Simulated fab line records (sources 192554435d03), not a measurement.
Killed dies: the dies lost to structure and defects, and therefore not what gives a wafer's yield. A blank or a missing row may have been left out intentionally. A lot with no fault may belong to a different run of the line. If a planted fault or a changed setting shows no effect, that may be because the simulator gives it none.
Split-lot experiment || flow n5Finfet || 39 wafers read from 7 lots, route of 1938 steps

## SPLIT DETAILS
At N5_SD_EPI_N_ETCH_16 (etches SiO2 in CHF3/O2, target depth 5 nm), the setting targetDepthA was moved away from the recipe's 50 angstrom on 15 of the 39 wafers read, by -11.5% to +11.2%. All remaining wafers had this setting at the recipe value.

The split's own step is where the reading is taken.

## THE READING
etch.depthNm (the simulator's own value, which no gauge read), in nm, at N5_SD_EPI_N_ETCH_16 (etches SiO2 in CHF3/O2, target depth 5 nm). There is no usual value for it anywhere in the file. Average 4.965 nm, standard deviation 0.067 nm, over the 24 wafers here run with the recipe.

{"wafer": "L078.1", "tool, chamber at the split": "rieDiel-05, 2", "targetDepthA as run, angstrom": 50, "against the recipe": "recipe", "etch.depthNm, nm": 4.968, "against lot-mates on the recipe": "-"}
{"wafer": "L078.2", "tool, chamber at the split": "rieDiel-05, 1", "targetDepthA as run, angstrom": 50, "against the recipe": "recipe", "etch.depthNm, nm": 4.943, "against lot-mates on the recipe": "-"}
{"wafer": "L078.4", "tool, chamber at the split": "rieDiel-05, 3", "targetDepthA as run, angstrom": 50, "against the recipe": "recipe", "etch.depthNm, nm": 4.924, "against lot-mates on the recipe": "-"}
{"wafer": "L080.1", "tool, chamber at the split": "rieDiel-02, 0", "targetDepthA as run, angstrom": 44.23, "against the recipe": "-11.5%", "etch.depthNm, nm": 4.427, "against lot-mates on the recipe": -0.591}
{"wafer": "L080.2", "tool, chamber at the split": "rieDiel-02, 3", "targetDepthA as run, angstrom": 50, "against the recipe": "recipe", "etch.depthNm, nm": 4.95, "against lot-mates on the recipe": "-"}
{"wafer": "L080.3", "tool, chamber at the split": "rieDiel-02, 1", "targetDepthA as run, angstrom": 44.23, "against the recipe": "-11.5%", "etch.depthNm, nm": 4.266, "against lot-mates on the recipe": -0.752}
{"wafer": "L080.4", "tool, chamber at the split": "rieDiel-02, 2", "targetDepthA as run, angstrom": 50, "against the recipe": "recipe", "etch.depthNm, nm": 5.105, "against lot-mates on the recipe": "-"}
{"wafer": "L080.5", "tool, chamber at the split": "rieDiel-02, 0", "targetDepthA as run, angstrom": 44.23, "against the recipe": "-11.5%", "etch.depthNm, nm": 4.382, "against lot-mates on the recipe": -0.636}
{"wafer": "L080.6", "tool, chamber at the split": "rieDiel-02, 3", "targetDepthA as run, angstrom": 50, "against the recipe": "recipe", "etch.depthNm, nm": 4.999, "against lot-mates on the recipe": "-"}
{"wafer": "L083.1", "tool, chamber at the split": "rieDiel-02, 0", "targetDepthA as run, angstrom": 50, "against the recipe": "recipe", "etch.depthNm, nm": 4.899, "against lot-mates on the recipe": "-"}
{"wafer": "L083.2", "tool, chamber at the split": "rieDiel-02, 3", "targetDepthA as run, angstrom": 50, "against the recipe": "recipe", "etch.depthNm, nm": 4.942, "against lot-mates on the recipe": "-"}
{"wafer": "L083.3", "tool, chamber at the split": "rieDiel-02, 1", "targetDepthA as run, angstrom": 50, "against the recipe": "recipe", "etch.depthNm, nm": 4.792, "against lot-mates on the recipe": "-"}
{"wafer": "L083.4", "tool, chamber at the split": "rieDiel-02, 2", "targetDepthA as run, angstrom": 55.59, "against the recipe": "+11.2%", "etch.depthNm, nm": 5.647, "against lot-mates on the recipe": "+0.769"}
{"wafer": "L083.5", "tool, chamber at the split": "rieDiel-02, 0", "targetDepthA as run, angstrom": 55.59, "against the recipe": "+11.2%", "etch.depthNm, nm": 5.451, "against lot-mates on the recipe": "+0.573"}
{"wafer": "L083.6", "tool, chamber at the split": "rieDiel-02, 3", "targetDepthA as run, angstrom": 55.59, "against the recipe": "+11.2%", "etch.depthNm, nm": 5.471, "against lot-mates on the recipe": "+0.593"}
{"wafer": "L085.1", "tool, chamber at the split": "rieDiel-05, 3", "targetDepthA as run, angstrom": 50, "against the recipe": "recipe", "etch.depthNm, nm": 4.976, "against lot-mates on the recipe": "-"}
{"wafer": "L085.2", "tool, chamber at the split": "rieDiel-05, 2", "targetDepthA as run, angstrom": 50, "against the recipe": "recipe", "etch.depthNm, nm": 4.917, "against lot-mates on the recipe": "-"}
{"wafer": "L085.3", "tool, chamber at the split": "rieDiel-05, 0", "targetDepthA as run, angstrom": 50, "against the recipe": "recipe", "etch.depthNm, nm": 4.988, "against lot-mates on the recipe": "-"}
{"wafer": "L085.4", "tool, chamber at the split": "rieDiel-05, 1", "targetDepthA as run, angstrom": 50, "against the recipe": "recipe", "etch.depthNm, nm": 4.946, "against lot-mates on the recipe": "-"}
{"wafer": "L085.5", "tool, chamber at the split": "rieDiel-05, 2", "targetDepthA as run, angstrom": 50, "against the recipe": "recipe", "etch.depthNm, nm": 4.897, "against lot-mates on the recipe": "-"}
{"wafer": "L085.6", "tool, chamber at the split": "rieDiel-05, 1", "targetDepthA as run, angstrom": 50, "against the recipe": "recipe", "etch.depthNm, nm": 4.923, "against lot-mates on the recipe": "-"}
{"wafer": "L086.1", "tool, chamber at the split": "rieDiel-04, 3", "targetDepthA as run, angstrom": 50, "against the recipe": "recipe", "etch.depthNm, nm": 5.068, "against lot-mates on the recipe": "-"}
{"wafer": "L086.2", "tool, chamber at the split": "rieDiel-04, 1", "targetDepthA as run, angstrom": 48.05, "against the recipe": "-3.9%", "etch.depthNm, nm": 4.746, "against lot-mates on the recipe": -0.314}
{"wafer": "L086.3", "tool, chamber at the split": "rieDiel-04, 0", "targetDepthA as run, angstrom": 50, "against the recipe": "recipe", "etch.depthNm, nm": 5.089, "against lot-mates on the recipe": "-"}
{"wafer": "L086.4", "tool, chamber at the split": "rieDiel-04, 2", "targetDepthA as run, angstrom": 48.05, "against the recipe": "-3.9%", "etch.depthNm, nm": 4.897, "against lot-mates on the recipe": -0.163}
{"wafer": "L086.5", "tool, chamber at the split": "rieDiel-04, 0", "targetDepthA as run, angstrom": 50, "against the recipe": "recipe", "etch.depthNm, nm": 5.023, "against lot-mates on the recipe": "-"}
{"wafer": "L086.6", "tool, chamber at the split": "rieDiel-04, 3", "targetDepthA as run, angstrom": 48.05, "against the recipe": "-3.9%", "etch.depthNm, nm": 4.857, "against lot-mates on the recipe": -0.203}
{"wafer": "L096.1", "tool, chamber at the split": "rieDiel-02, 0", "targetDepthA as run, angstrom": 44.63, "against the recipe": "-10.7%", "etch.depthNm, nm": 4.441, "against lot-mates on the recipe": -0.542}
{"wafer": "L096.2", "tool, chamber at the split": "rieDiel-02, 3", "targetDepthA as run, angstrom": 50, "against the recipe": "recipe", "etch.depthNm, nm": 4.923, "against lot-mates on the recipe": "-"}
{"wafer": "L096.3", "tool, chamber at the split": "rieDiel-02, 2", "targetDepthA as run, angstrom": 50, "against the recipe": "recipe", "etch.depthNm, nm": 4.987, "against lot-mates on the recipe": "-"}
{"wafer": "L096.4", "tool, chamber at the split": "rieDiel-02, 1", "targetDepthA as run, angstrom": 44.63, "against the recipe": "-10.7%", "etch.depthNm, nm": 4.488, "against lot-mates on the recipe": -0.495}
{"wafer": "L096.5", "tool, chamber at the split": "rieDiel-02, 0", "targetDepthA as run, angstrom": 44.63, "against the recipe": "-10.7%", "etch.depthNm, nm": 4.422, "against lot-mates on the recipe": -0.561}
{"wafer": "L096.6", "tool, chamber at the split": "rieDiel-02, 1", "targetDepthA as run, angstrom": 50, "against the recipe": "recipe", "etch.depthNm, nm": 5.038, "against lot-mates on the recipe": "-"}
{"wafer": "L097.1", "tool, chamber at the split": "rieDiel-04, 0", "targetDepthA as run, angstrom": 53.35, "against the recipe": "+6.7%", "etch.depthNm, nm": 5.31, "against lot-mates on the recipe": "+0.355"}
{"wafer": "L097.2", "tool, chamber at the split": "rieDiel-04, 2", "targetDepthA as run, angstrom": 50, "against the recipe": "recipe", "etch.depthNm, nm": 4.991, "against lot-mates on the recipe": "-"}
{"wafer": "L097.3", "tool, chamber at the split": "rieDiel-04, 3", "targetDepthA as run, angstrom": 50, "against the recipe": "recipe", "etch.depthNm, nm": 4.967, "against lot-mates on the recipe": "-"}
{"wafer": "L097.4", "tool, chamber at the split": "rieDiel-04, 1", "targetDepthA as run, angstrom": 50, "against the recipe": "recipe", "etch.depthNm, nm": 4.908, "against lot-mates on the recipe": "-"}
{"wafer": "L097.5", "tool, chamber at the split": "rieDiel-04, 2", "targetDepthA as run, angstrom": 53.35, "against the recipe": "+6.7%", "etch.depthNm, nm": 5.298, "against lot-mates on the recipe": "+0.343"}
{"wafer": "L097.6", "tool, chamber at the split": "rieDiel-04, 3", "targetDepthA as run, angstrom": 53.35, "against the recipe": "+6.7%", "etch.depthNm, nm": 5.337, "against lot-mates on the recipe": "+0.382"}

THE FIT
A straight line over all 39 wafers: etch.depthNm changes by +0.05 nm for each +1% of targetDepthA; r = +0.97; the points scatter about the line by 0.069 nm.
The same after taking each lot's own level away (the mean of its wafers on the recipe; 39 wafers): +0.055 nm for each +1%; r = +0.99; scatter 0.055 nm.
Per that fit: largest targetDepthA move, reading shift of 0.64 nm.
From 4.8777 to 5.0600 nm: that is the span of the lots' own levels, equal to 2.7 times the standard deviation above.
The two slopes agree, so the slope changes little with the lot-to-lot level.
Check: for one of the wafers moved furthest among these (-11.5%), held out of the fit, the line's prediction against its lot-mates is -0.637 nm. It came out at -0.591 nm against them.

## OTHER SPLITS APPLIED TO THESE WAFERS
These wafers also went through other splits before the reading. Each is held against what the fit with the lots' levels taken away leaves over:
{"other split on the same wafers": "N5_DUMMY_GATE_EXPOSE_12 doseMj", "wafers away from the commonest value": 15, "r with etch.depthNm (lot level and that fit taken away)": "+0.01"}

## FILE'S OWN FIT
etch.depthNm changes by +0.055 nm for each +1% of targetDepthA, r = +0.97.
